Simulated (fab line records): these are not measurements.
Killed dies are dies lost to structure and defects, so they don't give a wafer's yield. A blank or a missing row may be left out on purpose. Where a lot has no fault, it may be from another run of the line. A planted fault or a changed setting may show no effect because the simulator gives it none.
What tool caused it?    flow n5-finfet    24 lots with 72 wafers sampled at 6 steps, on a route of 1938 steps

## WHAT THE GAUGES SHOWED, per wafer
N5_MOL_CONTACT_COAG_CD_MEAS_08 targets a cd of 28 nm.
lot   measured      on         cd-nm (nm)
L074  day 4 13:25   cd-sem-01  27.89 28.07 27.90
L075  day 4 19:11   cd-sem-02  27.92 27.95 28.02
L076  day 5 02:17   cd-sem-02  28.12 27.56 27.79
L077  day 5 07:43   cd-sem-02  28.11 28.21 28.82
L078  day 5 15:52   cd-sem-01  27.98 28.28 27.91
L079  day 5 23:24   cd-sem-03  27.94 27.63 28.22
L080  day 6 04:18   cd-sem-02  27.63 27.75 27.89
L081  day 6 09:14   cd-sem-01  28.22 28.23 27.39
L082  day 6 12:49   cd-sem-02  27.72 27.55 27.95
L083  day 6 19:37   cd-sem-01  28.16 28.39 27.98
L084  day 7 04:44   cd-sem-02  28.15 28.09 28.16
L085  day 7 12:28   cd-sem-01  28.09 28.30 28.07
L086  day 7 16:46   cd-sem-02  28.24 27.94 28.43
L087  day 7 19:04   cd-sem-02  28.39 28.14 28.11
L088  day 8 01:32   cd-sem-02  27.96 28.05 28.03
L089  day 8 08:56   cd-sem-01  27.98 28.46 28.15
L090  day 8 17:59   cd-sem-01  27.60 28.03 28.14
L091  day 8 21:59   cd-sem-03  28.52 28.65 27.80
L092  day 9 04:26   cd-sem-01  28.34 27.91 28.16
L093  day 9 09:01   cd-sem-02  27.96 28.05 28.19
L094  day 9 20:31   cd-sem-03  27.56 28.22 27.90
L095  day 9 23:20   cd-sem-01  27.97 27.77 27.98
L096  day 10 02:41  cd-sem-01  27.83 27.81 28.07
L097  day 10 11:03  cd-sem-03  28.02 28.24 27.94

N5_MOL_CONTACT_COAG_OVL_MEAS_09.
lot   measured      on          CA_OVL (nm)
L074  day 4 13:27   overlay-01  0.6 1.1 0.8
L075  day 4 19:13   overlay-02  -0.1 -0.3 -0.1
L076  day 5 02:19   overlay-02  -1.3 -0.6 -0.4
L077  day 5 07:44   overlay-02  -0.7 -0.3 -1.1
L078  day 5 15:53   overlay-01  0.9 0.1 -0.5
L079  day 5 23:26   overlay-01  -1.2 -0.1 -1.6
L080  day 6 04:20   overlay-02  0.4 -0.4 -0.1
L081  day 6 09:16   overlay-02  0.4 1.0 -1.1
L082  day 6 12:52   overlay-02  0.8 0.5 -0.2
L083  day 6 19:38   overlay-02  0.6 1.7 1.3
L084  day 7 04:46   overlay-01  -0.4 0.2 -0.3
L085  day 7 12:30   overlay-01  1.0 -0.1 0.4
L086  day 7 16:48   overlay-01  0.1 0.1 0.6
L087  day 7 19:06   overlay-02  -0.4 -0.3 -0.5
L088  day 8 01:34   overlay-02  0.1 -0.4 0.1
L089  day 8 08:58   overlay-01  0.4 -0.6 -0.9
L090  day 8 18:01   overlay-01  -0.7 0.4 -0.3
L091  day 8 22:02   overlay-01  1.0 0.0 0.7
L092  day 9 04:28   overlay-01  0.1 1.1 0.8
L093  day 9 09:03   overlay-02  -1.4 0.4 -0.8
L094  day 9 20:33   overlay-02  1.5 -0.4 1.8
L095  day 9 23:22   overlay-02  0.4 -1.4 -1.7
L096  day 10 02:43  overlay-01  -0.3 -0.1 -1.1
L097  day 10 11:05  overlay-02  0.1 0.9 -0.2

N5_MOL_CONTACT_COAG_CD_MEAS_40 targets a cd of 25.1 nm.
lot   measured      on         cd-nm (nm)
L074  day 5 00:15   cd-sem-02  24.82 25.56 25.09
L075  day 5 06:13   cd-sem-01  25.06 24.74 24.86
L076  day 5 18:49   cd-sem-02  25.06 25.40 24.84
L077  day 5 20:56   cd-sem-01  24.87 25.28 24.79
L078  day 6 01:54   cd-sem-03  25.25 25.11 25.44
L079  day 6 20:16   cd-sem-02  25.65 25.32 25.37
L080  day 6 19:36   cd-sem-02  25.21 25.27 25.87
L081  day 6 23:44   cd-sem-01  25.31 25.13 25.32
L082  day 6 23:09   cd-sem-01  25.38 25.14 24.87
L083  day 7 07:10   cd-sem-03  25.53 25.37 25.15
L084  day 7 16:31   cd-sem-02  25.46 25.03 25.09
L085  day 8 00:45   cd-sem-03  24.94 25.22 24.93
L086  day 8 05:27   cd-sem-02  25.58 25.34 25.60
L087  day 8 06:17   cd-sem-01  25.12 25.05 25.07
L088  day 8 13:00   cd-sem-02  25.42 24.97 25.17
L089  day 8 20:25   cd-sem-03  25.09 25.23 24.97
L090  day 9 07:05   cd-sem-03  25.05 25.38 25.37
L091  day 9 10:35   cd-sem-01  25.31 25.10 24.96
L092  day 9 14:59   cd-sem-03  25.63 25.43 25.18
L093  day 9 20:14   cd-sem-01  24.49 25.10 24.95
L094  day 10 07:26  cd-sem-03  25.18 25.36 25.58
L095  day 10 11:10  cd-sem-03  24.90 25.18 24.97
L096  day 10 14:55  cd-sem-03  25.12 25.13 25.04
L097  day 10 20:53  cd-sem-03  24.93 25.00 25.50

## WHAT TOOL EACH LOT RAN ON (gives the tool, then ch and the chambers of the sampled wafers, and finally the start)
lot   N5_MOL_CONTACT_COAG_ALD_27         N5_MOL_CONTACT_COAG_CMP_28     N5_MOL_CONTACT_COAG_ETCHBACK_135
L074  ald-sin-04 ch 1,2, day 4 19:41     cmp-02 ch 0,2,3, day 4 21:14   rie-diel-04 ch 1,2, day 4 23:34
L075  ald-sin-03 ch 0,2,3, day 5 01:47   cmp-01 ch 0,1,3, day 5 03:21   rie-diel-03 ch 0,1,2, day 5 05:23
L076  ald-sin-04 ch 0,1,3, day 5 14:26   cmp-01 ch 0,1,3, day 5 16:04   rie-diel-01 ch 0,3, day 5 18:00
L077  ald-sin-03 ch 1,2,3, day 5 16:09   cmp-02 ch 0,2, day 5 17:46     rie-diel-04 ch 1,2,3, day 5 20:14
L078  ald-sin-03 ch 0,2,3, day 5 21:13   cmp-02 ch 0,3, day 5 22:47     rie-diel-04 ch 1,2, day 6 01:05
L079  ald-sin-03 ch 0,2,3, day 6 15:23   cmp-01 ch 1,2,3, day 6 17:04   rie-diel-01 ch 1,2, day 6 19:35
L080  ald-sin-02 ch 0,3, day 6 15:03     cmp-02 ch 2,3, day 6 16:37     rie-diel-01 ch 0,1,3, day 6 18:52
L081  ald-sin-03 ch 0,1,3, day 6 19:19   cmp-03 ch 0,1, day 6 20:53     rie-diel-04 ch 2,3, day 6 23:03
L082  ald-sin-02 ch 0,3, day 6 18:47     cmp-03 ch 0,2,3, day 6 20:21   rie-diel-03 ch 1,2,3, day 6 22:20
L083  ald-sin-04 ch 0,3, day 7 02:31     cmp-01 ch 1,2,3, day 7 04:10   rie-diel-01 ch 1,2, day 7 06:29
L084  ald-sin-02 ch 0,3, day 7 11:21     cmp-02 ch 1,2, day 7 12:55     rie-diel-01 ch 0,3, day 7 15:43
L085  ald-sin-03 ch 1,2,3, day 7 20:25   cmp-02 ch 0,1,2, day 7 21:59   rie-diel-04 ch 0,3, day 7 23:56
L086  ald-sin-02 ch 1,2,3, day 8 00:33   cmp-01 ch 0,1,2, day 8 02:17   rie-diel-01 ch 0,1,3, day 8 04:46
L087  ald-sin-04 ch 1,2, day 8 02:11     cmp-03 ch 0,3, day 8 03:47     rie-diel-01 ch 1,2,3, day 8 05:29
L088  ald-sin-04 ch 1,2,3, day 8 08:43   cmp-01 ch 0,1,2, day 8 10:22   rie-diel-01 ch 1,2,3, day 8 12:11
L089  ald-sin-04 ch 0,2,3, day 8 16:18   cmp-01 ch 0,1,2, day 8 17:52   rie-diel-04 ch 0,2,3, day 8 19:44
L090  ald-sin-03 ch 0,3, day 9 02:45     cmp-02 ch 1,2,3, day 9 04:21   rie-diel-04 ch 0,2,3, day 9 06:24
L091  ald-sin-03 ch 0,2, day 9 05:05     cmp-02 ch 0,1, day 9 06:40     rie-diel-01 ch 0,1,2, day 9 09:43
L092  ald-sin-03 ch 0,1,2, day 9 10:13   cmp-03 ch 1,2,3, day 9 11:47   rie-diel-03 ch 0,1, day 9 14:03
L093  ald-sin-03 ch 0,3, day 9 16:08     cmp-01 ch 0,1, day 9 17:42     rie-diel-04 ch 1,3, day 9 19:32
L094  ald-sin-04 ch 0,2,3, day 10 03:17  cmp-03 ch 0,1,2, day 10 04:52  rie-diel-03 ch 1,2,3, day 10 06:43
L095  ald-sin-04 ch 0,1,2, day 10 06:53  cmp-03 ch 0,2,3, day 10 08:31  rie-diel-01 ch 0,1,3, day 10 10:21
L096  ald-sin-02 ch 2,3, day 10 10:25    cmp-01 ch 0,3, day 10 11:59    rie-diel-04 ch 1,2,3, day 10 14:07
L097  ald-sin-02 ch 0,1, day 10 16:33    cmp-03 ch 0,3, day 10 18:07    rie-diel-03 ch 0,3, day 10 20:01
- N5_MOL_CONTACT_COAG_ALD_27: deposits SiOC, target thk 17 nm, pulse time 1.5 s, time 2720 s.
- N5_MOL_CONTACT_COAG_CMP_28: polishes, stops on SiNx, t overpolish 0.85 s, target thk 14.522 nm.
- N5_MOL_CONTACT_COAG_ETCHBACK_135: etches SiO2 in CHF3, target depth 25 nm, time 16.7 s.

## WHAT THE TOOLS THEMSELVES READ (means of the sampled wafers that have a number; where no wafer has one, the mark that the record gives instead)
N5_MOL_CONTACT_COAG_ALD_27.
lot   tool        chamber-pressure-Torr (Torr)  heater-power-outer-w (W)  heater-power-w (W)  precursor-pulse-height-rel
L074  ald-sin-04  2.003                         543                       922                 1.012
L075  ald-sin-03  2.001                         576                       910                 1.020
L076  ald-sin-04  2.004                         538                       899                 1.019
L077  ald-sin-03  1.999                         564                       890                 1.021
L078  ald-sin-03  2.000                         582                       916                 1.002
L079  ald-sin-03  1.998                         576                       910                 1.018
L080  ald-sin-02  1.997                         427                       680                 1.012
L081  ald-sin-03  2.000                         609                       912                 1.001
L082  ald-sin-02  1.996                         455                       757                 1.009
L083  ald-sin-04  1.999                         520                       819                 1.004
L084  ald-sin-02  2.007                         458                       743                 1.001
L085  ald-sin-03  1.996                         564                       879                 0.995
L086  ald-sin-02  1.999                         473                       772                 1.026
L087  ald-sin-04  1.999                         563                       932                 1.006
L088  ald-sin-04  2.001                         552                       893                 0.993
L089  ald-sin-04  1.994                         520                       860                 1.022
L090  ald-sin-03  2.003                         594                       930                 1.000
L091  ald-sin-03  1.994                         526                       847                 1.006
L092  ald-sin-03  2.000                         566                       889                 1.014
L093  ald-sin-03  2.001                         606                       932                 1.006
L094  ald-sin-04  1.999                         522                       854                 1.005
L095  ald-sin-04  1.997                         543                       910                 0.988
L096  ald-sin-02  1.999                         488                       796                 0.995
L097  ald-sin-02  1.999                         424                       697                 1.001

N5_MOL_CONTACT_COAG_CMP_28.
lot   tool    motor-current-A (A)  time-to-endpoint-s (s)
L074  cmp-02  12.9                 5.4
L075  cmp-01  12.3                 6.2
L076  cmp-01  12.4                 3.0
L077  cmp-02  12.4                 4.4
L078  cmp-02  12.7                 4.8
L079  cmp-01  11.4                 3.3
L080  cmp-02  13.1                 5.5
L081  cmp-03  13.3                 4.3
L082  cmp-03  12.8                 3.4
L083  cmp-01  11.5                 2.4
L084  cmp-02  12.8                 3.8
L085  cmp-02  12.1                 4.9
L086  cmp-01  12.2                 4.5
L087  cmp-03  12.0                 3.2
L088  cmp-01  12.2                 3.6
L089  cmp-01  12.1                 2.6
L090  cmp-02  13.0                 4.8
L091  cmp-02  12.5                 6.5
L092  cmp-03  13.2                 2.3
L093  cmp-01  12.1                 3.5
L094  cmp-03  13.6                 4.4
L095  cmp-03  13.0                 6.1
L096  cmp-01  13.0                 3.6
L097  cmp-03  12.3                 5.3

N5_MOL_CONTACT_COAG_ETCHBACK_135.
lot   tool         drypump-motor-current-A (A)  oes_ar_750_au (a.u.)  oes-product-au (a.u.)  rf-vpp-V (V)  showerhead-plenum-p-Torr (Torr)  throttle-valve-pct (%)
L074  rie-diel-04  5.57                         0.71                  0.71                   534           2.41                             18.77
L075  rie-diel-03  5.75                         0.79                  0.77                   509           2.38                             18.74
L076  rie-diel-01  5.81                         0.74                  0.74                   528           2.34                             18.67
L077  rie-diel-04  5.51                         0.72                  0.72                   535           2.41                             18.83
L078  rie-diel-04  5.72                         0.70                  0.70                   532           2.36                             18.79
L079  rie-diel-01  5.60                         0.78                  0.80                   551           2.43                             18.99
L080  rie-diel-01  5.72                         0.79                  0.81                   534           2.40                             18.70
L081  rie-diel-04  5.29                         0.72                  0.73                   537           2.45                             18.87
L082  rie-diel-03  5.81                         0.80                  0.79                   512           2.36                             18.76
L083  rie-diel-01  5.61                         0.77                  0.80                   551           2.42                             18.99
L084  rie-diel-01  5.82                         0.73                  0.73                   528           2.33                             18.69
L085  rie-diel-04  5.45                         0.80                  0.82                   534           2.41                             18.88
L086  rie-diel-01  5.69                         0.78                  0.78                   534           2.39                             18.73
L087  rie-diel-01  5.69                         0.75                  0.76                   551           2.41                             18.86
L088  rie-diel-01  5.69                         0.75                  0.76                   552           2.41                             18.86
L089  rie-diel-04  5.50                         0.77                  0.79                   534           2.40                             18.84
L090  rie-diel-04  5.50                         0.77                  0.78                   534           2.40                             18.84
L091  rie-diel-01  5.65                         0.79                  0.80                   534           2.40                             18.89
L092  rie-diel-03  5.61                         0.75                  0.73                   501           2.33                             18.80
L093  rie-diel-04  5.67                         0.87                  0.86                   533           2.35                             18.57
L094  rie-diel-03  5.79                         0.78                  0.75                   511           2.35                             18.81
L095  rie-diel-01  5.72                         0.85                  0.87                   534           2.38                             18.61
L096  rie-diel-04  5.54                         0.87                  0.89                   534           2.39                             18.61
L097  rie-diel-03  5.62                         0.76                  0.74                   509           2.31                             18.77

## THE ANSWER, worked out from the rows above alone
Rule: usual is defined by the lots themselves. Put in order of their means at a reading, lots are off if they are a third of the lots or fewer, leave a main group of 4 or more, and stand apart from it by a gap of 3 or more times the standard deviation of the main group's means; of several such gaps the widest counts. A main group is skipped when, at the precision printed for the reading in the tables above, its means are all equal. A lot without any number at a reading at which 4 lots or more have one is off too. Where the step has rows for the other lots, those lots are counted as sound. The gauges are gone through in route order, then the tools' own readings, and for those a lot's mean is taken as printed above. At the first step where some lot is off, the reading lying furthest off is the one used; lots without a number count as furthest.
No lot is off at any reading shown: from this, nothing can be told.

## WHAT THE SIMULATOR HAD INSERTED
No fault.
